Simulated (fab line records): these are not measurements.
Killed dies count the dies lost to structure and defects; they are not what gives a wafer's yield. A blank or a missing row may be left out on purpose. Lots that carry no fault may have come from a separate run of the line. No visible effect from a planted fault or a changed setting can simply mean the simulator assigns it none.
Comparing a struck lot with a sound one | flow nand harc | 25 out of 1302 route steps
Sound: the wafers L330.1, L330.4, L330.5. Struck: wafers L319.2, L319.3, L319.5. The cause comes at the end.
For every step that has rows: the tool of each side, followed by ch and its chambers, followed by its first start. Under that, the readings that differ: sound wafers | struck wafers | difference of the means | sigmas: that difference in standard deviations of wafers without a fault.
alike: words and numbers the same on both sides, and readings whose means are apart by under 2 such deviations; not compared: readings that were withheld, readings missing a value for some wafer, numbers with overlapping values and no deviation given by the record, and bounds like >300 which may hide the same value.
Wherever a step has rows on one side only, a row that says differs or no value, or a row with sigmas, the two part there. Numbers that have no deviation but don't overlap get no sigmas and don't part them. Lack of a reading on every wafer of one side parts them only where that side has two or more wafers.

NHARC_A_CHANNEL_HOLE_D1_ETCH_39: etches the open film in N2/H2, target depth 260 nm, time 325 s.
  sound: rie diel-09 ch 0,2,3; struck: rie diel-09 ch 0,1,3
  alike: bias w, drypump motor current A, oes product au, rf vpp V, showerhead plenum p Torr, throttle valve pct
  not compared: rf hours counter h
then, 2 steps without rows for these wafers: NHARC_A_CHANNEL_HOLE_D1_ETCH_34 (etches the open film in CF4/CHF3, target depth 154 nm, time 77 s); NHARC_A_CHANNEL_HOLE_D1_ETCH_16 (etches the open film in O2/COS, target depth 3100 nm, time 806 s).
NHARC_A_CHANNEL_HOLE_D1_CD_MEAS_18:
  sound on cd sem-02, day 16 13:45; struck on cd sem-02, day 11 20:04
  alike: cd nm
then, 1 step without rows for these wafers: NHARC_A_CHANNEL_HOLE_D1_ETCH_19 (etches the open film in C4F8/O2/Ar, time 34.5 s).
NHARC_A_CHANNEL_HOLE_D1_ETCH_20: etches the open film in C4F8/O2/Ar, time 361.9 s, target depth 1600 nm.
  sound on har etch-01 ch 1, day 16 13:59; struck on har etch-02 ch 0, day 11 20:28
  reading                     | sound       | struck      | difference | sigmas
  drypump motor current A (A) | 6.6 6.6 6.6 | 5.6 5.6 5.6 | -1.0       | -2
  alike: showerhead plenum p Torr, throttle valve pct
  not compared: rf hours counter h
then, 3 steps without rows for these wafers: NHARC_A_CHANNEL_HOLE_D1_ETCH_21 (etches the open film in C4F8/O2/Ar, time 514.3 s, target depth 1600 nm); NHARC_A_CHANNEL_HOLE_D1_ETCH_22 (etches the open film in C4F8/O2/Ar, time 666.7 s, target depth 1600 nm); NHARC_A_CHANNEL_HOLE_D1_ETCH_23 (etches the open film in C4F8/O2/Ar, time 819 s, target depth 1600 nm).
NHARC_A_CHANNEL_HOLE_D1_ETCH_24: etches the open film in C4F8/O2/Ar, time 906.2 s, target depth 1500 nm.
  sound on har etch-01 ch 1, day 16 16:05; struck on har etch-02 ch 0, day 12 00:39
  reading                     | sound       | struck      | difference | sigmas
  drypump motor current A (A) | 6.5 6.5 6.6 | 5.6 5.6 5.6 | -0.9       | -2
  alike: showerhead plenum p Torr, throttle valve pct
  not compared: rf hours counter h
then, 1 step without rows for these wafers: NHARC_A_CHANNEL_HOLE_D1_ETCH_25 (etches the open film in C4F8/O2/Ar, time 1040.2 s, target depth 1500 nm).
NHARC_A_CHANNEL_HOLE_D1_ETCH_26: etches the open film in C4F8/O2/Ar, time 224.1 s, target depth 300 nm.
  sound on har etch-01 ch 1, day 16 17:39; struck on har etch-02 ch 0, day 12 03:47
  reading                     | sound       | struck      | difference | sigmas
  drypump motor current A (A) | 6.6 6.6 6.6 | 5.5 5.6 5.5 | -1.1       | -2
  alike: showerhead plenum p Torr, throttle valve pct
  not compared: rf hours counter h
NHARC_A_CHANNEL_HOLE_D1_ETCH_33: etches the open film in C4F8/O2/Ar, time 90 s, target depth 400 nm.
  sound on har etch-01 ch 1, day 16 17:51; struck on har etch-02 ch 0, day 12 04:10
  reading                     | sound       | struck      | difference | sigmas
  drypump motor current A (A) | 6.5 6.5 6.5 | 5.6 5.6 5.6 | -0.9       | -2
  alike: showerhead plenum p Torr, throttle valve pct
  not compared: rf hours counter h
then, 7 steps without rows for these wafers: NHARC_A_CHANNEL_HOLE_D1_STRIP_41 (strips in N2/H2); NHARC_A_CHANNEL_HOLE_D1_STRIP_42 (strips in CF4/CHF3); NHARC_A_CHANNEL_HOLE_D1_STRIP_43 (strips in O2/COS); NHARC_A_CHANNEL_HOLE_D1_ETCH_44 (etches the open film in CF4/O2, target depth 140 nm, overetch 14 nm, time 77 s); NHARC_A_CHANNEL_HOLE_D1_STRIP_27 (strips in O2); NHARC_A_CHANNEL_HOLE_D1_PRECLEAN_28 (cleans in SC1); NHARC_A_CHANNEL_HOLE_D1_SRD_29.
NHARC_A_CHANNEL_HOLE_D1_CD_MEAS_30:
  sound on cd sem-03, day 16 19:30; struck on cd sem-02, day 12 05:50
  alike: cd nm
NHARC_A_CHANNEL_HOLE_D1_XSEM_31:
  sound on xsem-02 ch 0, day 16 19:35; struck on xsem-02 ch 0, day 12 05:56
  reading            | sound          | struck         | difference | sigmas
  tilt deg (degrees) | 0.13 0.13 0.13 | 0.01 0.01 0.01 | -0.12      | -3
  alike: bot cd nm, bow nm
NHARC_A_CHANNEL_HOLE_D1_INSPECT_40:
  sound on defect inspect-02, day 16 19:41; struck on defect inspect-01, day 12 06:02
  reading          | sound    | struck      | difference | sigmas
  raw defect count | 68 51 56 | 685 755 698 | +654       | +24
then, 1 step without rows for these wafers: NHARC_A_CHANNEL_FILL_D1_PRECLEAN_00 (cleans in SC1).
-- break in the record here, with 15 days between the starts of the struck wafers on either side (left off in module A_CHANNEL_FILL_D1, picked up again in module END, where the first step shown is number 1302 on the route) --
NHARC_END_SORT_01:
  sound on prober-01 ch 0, day 32 18:58; struck on prober-01 ch 0, day 27 07:31
  reading         | sound    | struck      | difference | sigmas
  killed at array | 81 44 44 | 96 113 111  | +50        | +3
  killed dies     | 90 49 53 | 101 119 119 | +49        | +2
  alike: killed at other, killed at periphery, killed open, killed short

WHERE THEY PART
At NHARC_A_CHANNEL_HOLE_D1_ETCH_20 first; at NHARC_END_SORT_01 last (within this record only).

WHY: the cause the simulator had injected
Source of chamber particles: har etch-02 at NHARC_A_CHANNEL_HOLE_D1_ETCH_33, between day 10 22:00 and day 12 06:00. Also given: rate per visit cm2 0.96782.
